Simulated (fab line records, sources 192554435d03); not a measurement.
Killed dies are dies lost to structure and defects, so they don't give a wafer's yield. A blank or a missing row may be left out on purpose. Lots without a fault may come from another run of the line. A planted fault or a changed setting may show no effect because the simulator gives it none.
fab line records | flow n5_finfet
record lots=5 wafers=15 last_day=17
route steps=1938 shown BEOL_M14@1771 BEOL_M15@1773
lots that met no fault: from a run of the same line without faults
start_h: hours from the record's first day to the start of the lot's first wafer shown | wait_h: hours since the lot's step before | " the same as in the row above | L1.1+2: a row that stands for several wafers | - no value, or no start given | * or withheld: withheld | < > ~ a bound
route shown NAME@n: a module of which the file shows steps, and the number in the route of the first | usual: mean/standard deviation of fault-free wafers | same: alike in all rows | chamber/n: place in a boat | sites: the reading at each site | _std_site: their standard deviation | _edge_site: outer sites' mean less inner sites' | radius_mm: how far each site lies from the wafer's centre | mask NAME#n: copy n | behind: the tool/chamber that last shaped the wafer | hold: why the lot was held/for how many hours/how that ended | device: the transistor (n, p or np) that didn't switch | end of line: the same wafers' tests at the end of the route | a step without rows: its recipe alone | killed: dies lost to structure and defects at the first sort, not the wafer's yield | map: a wafer's dies, x killed, . not, _ none there
set.NAME: the setting as run; set.NAME@STEP: as run at that earlier step | model.NAME: the simulator's own value behind a step, which no gauge read
lots at some steps of the route; a table a step, a row a wafer
services: from which hour (start_h, from the record's first day; less than 0 if before it) a tool's chamber was out of use, for how many hours, and why
## steps
# step N5_BEOL_M14_RS_MEAS_54
# recipe thk_meas_gauge=four-point-probe reads=Cu_of_BEOL_M14_ECD_47+Ta_of_BEOL_M14_SPUTTER_44+TaN_of_BEOL_M14_SPUTTER_43
# usual M14_RS=0.0334/0.0011
# columns lot.wafer tool chamber start_h wait_h M14_RS[ohm/sq]
L077.2 film_metro-02 - 291.65 0.1 0.0344
L077.4 " - " " 0.0328
L077.5 " - " " 0.0330
L088.2 film_metro-01 - 354.08 0.1 0.0339
L088.4 " - " " 0.0342
L088.6 " - " " 0.0323
L085.2 film_metro-01 - 355.63 0.1 0.0336
L085.3 " - " " 0.0340
L085.5 " - " " 0.0321
L087.3 film_metro-02 - 363.98 0.1 0.0337
L087.5 " - " " 0.0337
L087.6 " - " " 0.0328
L093.2 film_metro-02 - 390.06 0.1 0.0341
L093.3 " - " " 0.0339
L093.4 " - " " 0.0320
# step N5_BEOL_M14_INSPECT_55
# recipe inspect_instrument=darkfield mode=post_dep
# usual raw_defect_count=73/23
# columns lot.wafer tool chamber start_h wait_h raw_defect_count
L077.2 defect_inspect-01 - 291.67 0.0 114
L077.4 " - " " 77
L077.5 " - " " 85
L088.2 defect_inspect-01 - 354.11 0.0 128
L088.4 " - " " 62
L088.6 " - " " 91
L085.2 defect_inspect-01 - 355.65 0.0 90
L085.3 " - " " 95
L085.5 " - " " 85
L087.3 defect_inspect-01 - 364.01 0.0 65
L087.5 " - " " 26
L087.6 " - " " 35
L093.2 defect_inspect-02 - 390.09 0.0 64
L093.3 " - " " 72
L093.4 " - " " 54
# step N5_BEOL_M15_ILD_DEP_00
# recipe material=SiO2 target_thk_a=16293 temp_c=400 precursor=TEOS/O2 pressure_torr=6.5 rf_w=900 teos_flow_sccm=161.4 gas=O2 flow_sccm=2650 time_s=346.1
# usual heater_power_w=523/110 showerhead_plenum_p_Torr=8.34/0.048 throttle_valve_pct=19.1/0.95
# columns lot.wafer tool chamber start_h wait_h heater_power_w showerhead_plenum_p_Torr throttle_valve_pct
L077.2 pecvd-01 2 291.71 0.0 643 8.25 18.2
L077.4 " 0 " " 575 8.31 18.9
L077.5 " 2 " " 689 8.27 18.1
L088.2 pecvd-02 1 354.14 0.0 695 8.38 18.9
L088.4 " 0 " " 604 8.38 18.3
L088.6 " 2 " " 612 8.42 18.8
L085.2 pecvd-04 2 355.69 0.0 387 8.37 17.5
L085.3 " 0 " " 661 8.34 20.1
L085.5 " 0 " " 516 8.34 19.9
L087.3 pecvd-01 1 364.05 0.0 412 8.35 20.2
L087.5 " 1 " " 316 8.34 20.6
L087.6 " 0 " " 449 8.31 18.6
L093.2 pecvd-01 2 390.12 0.0 550 8.25 18.5
L093.3 " 0 " " 542 8.31 19.2
L093.4 " 1 " " 316 8.34 20.7
# step N5_BEOL_M15_THK_MEAS_01
# recipe reads=SiO2_of_BEOL_M15_ILD_DEP_00
# usual M15_ILD_THK=1633/22
# columns lot.wafer tool chamber start_h wait_h M15_ILD_THK[nm]
L077.2 film_metro-01 - 291.96 0.1 1621
L077.4 " - " " 1646
L077.5 " - " " 1657
L088.2 film_metro-01 - 354.39 0.1 1640
L088.4 " - " " 1624
L088.6 " - " " 1624
L085.2 film_metro-01 - 355.94 0.1 1632
L085.3 " - " " 1632
L085.5 " - " " 1671
L087.3 film_metro-01 - 364.30 0.1 1630
L087.5 " - " " 1639
L087.6 " - " " 1624
L093.2 film_metro-02 - 390.37 0.1 1636
L093.3 " - " " 1628
L093.4 " - " " 1677
# step N5_BEOL_M15_COAT_58
# recipe resist=BARC temp_c=205 time_s=60 spin_rpm=1500 resist_thk_nm=89
# columns lot.wafer tool chamber start_h wait_h
L077.2+4+5 litho_track-05 0 291.99 0.0
L088.2+4+6 litho_track-04 0 354.43 0.0
L085.2+3+5 litho_track-04 0 355.97 0.0
L087.3+5+6 litho_track-04 0 364.33 0.0
L093.2+3+4 litho_track-04 0 390.41 0.0
# step N5_BEOL_M15_COAT_04
# recipe spin_rpm=1704 resist_thk_nm=800
# columns lot.wafer tool chamber start_h wait_h
L077.2+4+5 litho_track-05 0 - -
L088.2+4+6 litho_track-04 0 - -
L085.2+3+5 litho_track-04 0 - -
L087.3+5+6 litho_track-04 0 - -
L093.2+3+4 litho_track-04 0 - -
# step N5_BEOL_M15_EBR_06
# recipe solvent=PGMEA ebr_width_mm=1.5
# columns lot.wafer tool chamber start_h wait_h
L077.2+4+5 litho_track-05 0 - -
L088.2+4+6 litho_track-04 0 - -
L085.2+3+5 litho_track-04 0 - -
L087.3+5+6 litho_track-04 0 - -
L093.2+3+4 litho_track-04 0 - -
# step N5_BEOL_M15_SOFTBAKE_05
# recipe temp_c=130 time_s=60
# columns lot.wafer tool chamber start_h wait_h
L077.2+4+5 litho_track-05 0 - -
L088.2+4+6 litho_track-04 0 - -
L085.2+3+5 litho_track-04 0 - -
L087.3+5+6 litho_track-04 0 - -
L093.2+3+4 litho_track-04 0 - -
# step N5_BEOL_M15_EXPOSE_07
# recipe mask_id=V14 na=0.8 source_shape=annular sigma_inner=0.5 sigma_outer=0.8 polarization=unpolarized attpsm_phase_deg=180 dose_mj=41.25
# columns lot.wafer tool chamber start_h wait_h mask
L077.2+4+5 krf_scanner-02 0 292.22 - V14#0
L088.2+4+6 krf_scanner-01 0 354.66 - V14#0
L085.2+3+5 krf_scanner-01 0 356.08 - V14#0
L087.3+5+6 krf_scanner-02 0 364.56 - V14#0
L093.2+3+4 krf_scanner-02 0 390.64 - V14#0
# step N5_BEOL_M15_PEB_08
# recipe peb_temp_c=130 peb_time_s=90
# columns lot.wafer tool chamber start_h wait_h
L077.2+4+5 litho_track-01 0 292.27 0.0
L088.2+4+6 litho_track-04 0 354.71 0.0
L085.2+3+5 litho_track-04 0 356.13 0.0
L087.3+5+6 litho_track-05 0 364.61 0.0
L093.2+3+4 litho_track-05 0 390.69 0.0
# step N5_BEOL_M15_DEVELOP_09
# recipe develop_time_s=45 rinse_liquid=diw dry=air_spin dev_temp_c=21
# same develop_time_s=45
# columns lot.wafer tool chamber start_h wait_h
L077.2+4+5 litho_track-01 0 - -
L088.2+4+6 litho_track-04 0 - -
L085.2+3+5 litho_track-04 0 - -
L087.3+5+6 litho_track-05 0 - -
L093.2+3+4 litho_track-05 0 - -
# step N5_BEOL_M15_HARDBAKE_14
# recipe temp_c=130 time_s=120
# columns lot.wafer tool chamber start_h wait_h
L077.2+4+5 litho_track-01 0 - -
L088.2+4+6 litho_track-04 0 - -
L085.2+3+5 litho_track-04 0 - -
L087.3+5+6 litho_track-05 0 - -
L093.2+3+4 litho_track-05 0 - -
# step N5_BEOL_M15_CD_MEAS_10
# recipe target_cd_nm=360 landing_energy_ev=500 detector=se_inlens polarity=opening
# usual cd_nm=359.1/2.3
# columns lot.wafer tool chamber start_h wait_h cd_nm
L077.2 cd_sem-01 0 292.39 - 358.3
L077.4 " 0 " " 360.4
L077.5 " 0 " " 358.7
L088.2 cd_sem-03 0 354.82 - 361.3
L088.4 " 0 " " 360.6
L088.6 " 0 " " 361.7
L085.2 cd_sem-01 0 356.24 - 359.8
L085.3 " 0 " " 364.1
L085.5 " 0 " " 364.1
L087.3 cd_sem-03 0 364.73 - 355.9
L087.5 " 0 " " 360.0
L087.6 " 0 " " 358.5
L093.2 cd_sem-02 0 390.80 - 357.8
L093.3 " 0 " " 361.5
L093.4 " 0 " " 355.9
# step N5_BEOL_M15_OVL_MEAS_11
# recipe points_per_wafer=44
# usual V14_OVL=-2/4.5
# columns lot.wafer tool chamber start_h wait_h V14_OVL[nm]
L077.2 overlay-02 0 292.42 0.0 -2
L077.4 " 0 " " 4
L077.5 " 0 " " -7
L088.2 overlay-02 0 354.85 0.0 -3
L088.4 " 0 " " -2
L088.6 " 0 " " -7
L085.2 overlay-02 0 356.27 0.0 8
L085.3 " 0 " " 2
L085.5 " 0 " " -1
L087.3 overlay-02 0 364.76 0.0 0
L087.5 " 0 " " -5
L087.6 " 0 " " 3
L093.2 overlay-02 0 390.86 0.1 -6
L093.3 " 0 " " 2
L093.4 " 0 " " -3
# step N5_BEOL_M15_INSPECT_12
# recipe mode=adi inspect_instrument=macro
# usual raw_defect_count=2.2/1.3
# columns lot.wafer tool chamber start_h wait_h raw_defect_count
L077.2 defect_inspect-02 - 292.44 0.0 1
L077.4 " - " " 3
L077.5 " - " " 1
L088.2 defect_inspect-02 - 354.88 0.0 4
L088.4 " - " " 0
L088.6 " - " " 3
L085.2 defect_inspect-01 - 356.30 0.0 2
L085.3 " - " " 3
L085.5 " - " " 3
L087.3 defect_inspect-01 - 364.78 0.0 2
L087.5 " - " " 4
L087.6 " - " " 1
L093.2 defect_inspect-01 - 390.88 0.0 2
L093.3 " - " " 4
L093.4 " - " " 2
# step N5_BEOL_M15_DESCUM_15
# recipe chemistry=O2 time_s=7.9 source_power_w=50 bias_power_w=20 pressure_mtorr=20 rf_frequency_hz=2.712e+07 temp_c=40 o2_flow_sccm=225
# usual drypump_motor_current_A=5.5/0.46 o2_flow_sccm=224.9/0.72 oes_product_au=0.80/0.078 rf_vpp_V=243.1/1.4 showerhead_plenum_p_Torr=2.09/0.08 throttle_valve_pct=20.43/0.22
# columns lot.wafer tool chamber start_h wait_h drypump_motor_current_A o2_flow_sccm oes_product_au rf_hours_counter_h rf_vpp_V showerhead_plenum_p_Torr throttle_valve_pct
L077.2 rie_diel-04 0 292.77 0.3 5.2 224.5 0.86 54 243.2 2.09 20.30
L077.4 " 1 " " 5.7 224.5 0.76 - 242.4 2.09 20.59
L077.5 " 0 " " 5.3 224.8 0.87 - 242.9 2.09 20.32
L088.2 rie_diel-04 1 354.91 0.0 5.6 225.1 0.74 194 242.3 2.08 20.60
L088.4 " 2 " " 4.7 224.6 0.96 11 244.8 2.23 19.99
L088.6 " 1 " " 5.6 225.2 0.74 - 242.9 2.08 20.60
L085.2 rie_diel-01 3 356.33 0.0 5.6 224.5 0.85 61 244.4 2.14 20.16
L085.3 " 1 " " 5.1 225.0 0.69 224 241.2 1.97 20.85
L085.5 " 3 " " 5.6 225.2 0.84 - 244.1 2.14 20.17
L087.3 rie_diel-01 1 364.81 0.0 5.1 224.8 0.69 227 240.5 1.97 20.85
L087.5 " 3 " " 5.6 224.2 0.84 - 242.6 2.14 20.18
L087.6 " 2 " " 5.5 225.0 0.83 - 242.6 2.03 20.35
L093.2 rie_diel-01 2 391.21 0.3 5.4 224.6 0.81 96 241.5 2.03 20.36
L093.3 " 1 " " 5.1 225.8 0.68 234 242.4 1.97 20.86
L093.4 " 3 " " 5.6 224.8 0.84 71 242.9 2.14 20.19
## services
# columns tool chamber start_h hours kind
krf_scanner-02 0 274.54 - calibration
krf_scanner-01 - 275.03 0.8 pm
krf_scanner-02 - 279.33 0.8 pm
litho_track-01 - 282.45 - consumable_replace:filter
rie_diel-04 2 292.60 - clean
rie_diel-04 2 292.60 - consumable_replace:focus_ring
rie_diel-04 2 292.60 - consumable_replace:showerhead
rie_diel-04 2 292.60 22.2 scheduled_down
rie_diel-04 2 292.60 22.2 vent_cycle
pecvd-02 - 298.47 2.8 pm
rie_diel-04 - 305.71 4.3 pm
rie_diel-01 - 311.69 0.4 repair
krf_scanner-01 - 326.26 1.0 pm
krf_scanner-01 - 347.07 0.5 repair
krf_scanner-02 - 349.82 1.0 pm
pecvd-01 - 353.41 6.0 pm
krf_scanner-01 - 362.56 4.1 repair
pecvd-01 1 370.47 2.1 scheduled_down
pecvd-02 1 383.62 - clean
pecvd-02 1 383.62 - consumable_replace:showerhead
pecvd-02 1 383.62 29.0 scheduled_down
pecvd-02 1 383.62 29.0 vent_cycle
rie_diel-04 1 386.02 8.0 repair
krf_scanner-02 - 387.84 1.2 repair
## key
fault none
